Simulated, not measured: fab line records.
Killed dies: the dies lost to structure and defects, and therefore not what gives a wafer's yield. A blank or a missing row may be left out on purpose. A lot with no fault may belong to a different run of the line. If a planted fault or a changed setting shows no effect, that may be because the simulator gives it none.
One fault through the eyes of 2 desks -- flow n5 finfet -- what lay behind the numbers comes last; until then each desk has only its own

THE METROLOGY DESK
Means of the sampled wafers that have a number, per lot and without regard to the tool the lot ran on: this is what the gauges read. Marked OUT: a lot whose mean sits more than 4 standard deviations from the usual mean, which makes it out of limits; the brackets give that distance. It has 10 readings; the 7 that lie furthest out on some lot are the ones shown.
Columns: A = DIBL_N at N5_BEOL_M4_RC_MEAS_101, usual 36.4 mV/V; B = DIBL_P at N5_BEOL_M4_RC_MEAS_101, usual 36.3 mV/V; C = ION_N at N5_BEOL_M4_RC_MEAS_101, usual 676 uA/um; D = ION_P at N5_BEOL_M4_RC_MEAS_101, usual 463 uA/um; E = SS_N at N5_BEOL_M4_RC_MEAS_101, usual 71.5 mV/dec; F = SS_P at N5_BEOL_M4_RC_MEAS_101, usual 73.3 mV/dec; G = VT_P at N5_BEOL_M4_RC_MEAS_101, usual -249.9 mV
lot,first seen here,A,B,C,D,E,F,G
L335,day 7 19:14,37.7,35.7,666,460,71.6,72.8,-249.7
L336,day 8 05:42,36.9,36.1,683,469,71.4,73.1,-248.5
L341,day 9 20:55,35.8,36.0,668,460,71.1,72.7,-250.5
L342,day 10 01:58,35.2,36.6,671,461,71.2,73.5,-251.2
L347,day 11 01:06,37.5,36.2,673,461,71.3,73.2,-246.8
L348,day 11 18:20,34.7,36.1,677,466,71.3,73.8,-252.2
L353,day 13 04:40,36.1,36.3,682,459,71.8,73.9,-251.4
L355,day 13 06:31,37.0,36.6,676,463,71.7,74.3,-251.9
L354,day 13 07:33,36.3,34.4,665,462,71.5,72.8,-248.1
This desk's verdict: no lot among the 9 shows anything out of limits.

AT THE TOOL OWNER'S DESK: pecvd-01
The tool's own readings at N5_MIM_TOP_ETCH_PECVD_03 (deposits SiNx from SiH4/NH3/N2, target thk 20 nm, time 17.6 s): means of the sampled wafers that have a number, for each lot that ran on this tool. Marked OUT: a lot whose mean sits more than 4 standard deviations from the usual mean, which makes it out of limits; the brackets give that distance.
Columns: A = heater power w at N5_MIM_TOP_ETCH_PECVD_03, usual 836 W; B = showerhead plenum p Torr at N5_MIM_TOP_ETCH_PECVD_03, usual 5.15 Torr; C = throttle valve pct at N5_MIM_TOP_ETCH_PECVD_03, usual 39.7 %
lot,first seen here,A,B,C
L341,day 13 20:19,873,5.12,38.8
L342,day 14 04:11,868,5.13,39.7
L354,day 17 02:31,883,5.13,39.8
L353,day 17 09:19,910,5.11,39.0
This desk's verdict: no lot among the 4 shows anything out of limits.

ALL TOGETHER
Metrology desk: nothing out of limits seen.
The desk of the tool owner found nothing out of limits.

WHAT THE SIMULATOR HAD PUT IN
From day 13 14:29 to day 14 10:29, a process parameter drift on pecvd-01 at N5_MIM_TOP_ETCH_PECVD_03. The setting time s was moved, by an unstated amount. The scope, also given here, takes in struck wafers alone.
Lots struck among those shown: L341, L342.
